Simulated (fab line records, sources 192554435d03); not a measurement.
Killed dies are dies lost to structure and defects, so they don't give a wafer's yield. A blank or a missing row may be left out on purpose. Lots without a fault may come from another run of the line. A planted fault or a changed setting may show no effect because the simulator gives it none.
Split-lot experiment | flow n5_finfet | 7 lots, 21 wafers read, on a route of 1938 steps

THE SPLIT
At N5_BEOL_M9_TRENCH_ETCH_37 (etches SiCOH lowk in C4F6/O2, target depth 151.43 nm, time 49 s), the setting bias_w was moved away from the recipe's 185 W on 5 of the 21 wafers read, by -15.8% to +5.1%. The other wafers ran this setting at the recipe's value.

The reading is taken at the split's own step.

THE READING
rf_vpp_V, in V, at N5_BEOL_M9_TRENCH_ETCH_37 (etches SiCOH lowk in C4F6/O2, target depth 151.43 nm, time 49 s). Fault-free wafers of this fab line usually give 660 V, standard deviation 8.6 V.

wafer  | tool, chamber at the split | bias_w as run, W | against the recipe | rf_vpp_V, V | against lot-mates on the recipe
L074.2 | rie_diel-05, 0             | 185              | recipe             | 661         | -
L074.3 | rie_diel-05, 3             | 185              | recipe             | 668         | -
L074.6 | rie_diel-05, 2             | 194.5            | +5.1%              | 675         | +10
L075.1 | rie_diel-02, 3             | 185              | recipe             | 660         | -
L075.4 | rie_diel-02, 0             | 185              | recipe             | 663         | -
L075.6 | rie_diel-02, 3             | 185              | recipe             | 660         | -
L086.3 | rie_diel-05, 2             | 164.4            | -11.1%             | 591         | -54
L086.5 | rie_diel-05, 1             | 185              | recipe             | 645         | -
L086.6 | rie_diel-05, 2             | 164.4            | -11.1%             | 590         | -55
L088.2 | rie_diel-02, 2             | 185              | recipe             | 652         | -
L088.3 | rie_diel-02, 3             | 185              | recipe             | 661         | -
L088.6 | rie_diel-02, 2             | 155.8            | -15.8%             | 571         | -86
L089.1 | rie_diel-02, 3             | 162.7            | -12.1%             | 595         | -66
L089.4 | rie_diel-02, 2             | 185              | recipe             | 655         | -
L089.6 | rie_diel-02, 1             | 185              | recipe             | 668         | -
L096.1 | rie_diel-05, 3             | 185              | recipe             | 667         | -
L096.2 | rie_diel-05, 1             | 185              | recipe             | 644         | -
L096.6 | rie_diel-05, 2             | 185              | recipe             | 647         | -
L095.1 | rie_diel-02, 3             | 185              | recipe             | 661         | -
L095.3 | rie_diel-02, 0             | 185              | recipe             | 664         | -
L095.4 | rie_diel-02, 1             | 185              | recipe             | 668         | -

THE FIT
A straight line over all 21 wafers: rf_vpp_V changes by +5.56 V for each +1% of bias_w; r = +0.97; the points scatter about the line by 8 V.
The same after taking each lot's own level away (the mean of its wafers on the recipe; 21 wafers): +5.03 V for each +1%; r = +0.97; scatter 6.4 V.
On that fit, the largest move of bias_w shifts the reading by 79 V.
The lots' own levels span 645.0 to 664.5 V, that is 2.3 times the standard deviation above.
So the lot-to-lot level changes the slope: the two fits differ.
Check: with one of the wafers moved furthest among these (-15.8%) left out of the fit, the line predicts -77.7 V for it against its lot-mates. It came out at -85.5 V against them.
Tool readings at the split's step, against how far the setting was moved: rf_vpp_V r = +0.97.

OTHER SPLITS ON THESE WAFERS
These wafers also went through other splits before the reading. Each is held against what the fit with the lots' levels taken away leaves over:
other split on the same wafers   | wafers away from the commonest value | r with rf_vpp_V (lot level and that fit taken away)
N5_BEOL_M8_ETCH_72 h2_flow_sccm  | 11                                   | +0.17
N5_BEOL_M8_TRENCH_ETCH_37 time_s | 9                                    | -0.20
N5_BEOL_M9_ETCH_66 bias_w        | 7                                    | +0.05

THE FILE'S OWN FIT
rf_vpp_V changes by +5.16 V for each +1% of bias_w, r = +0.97.
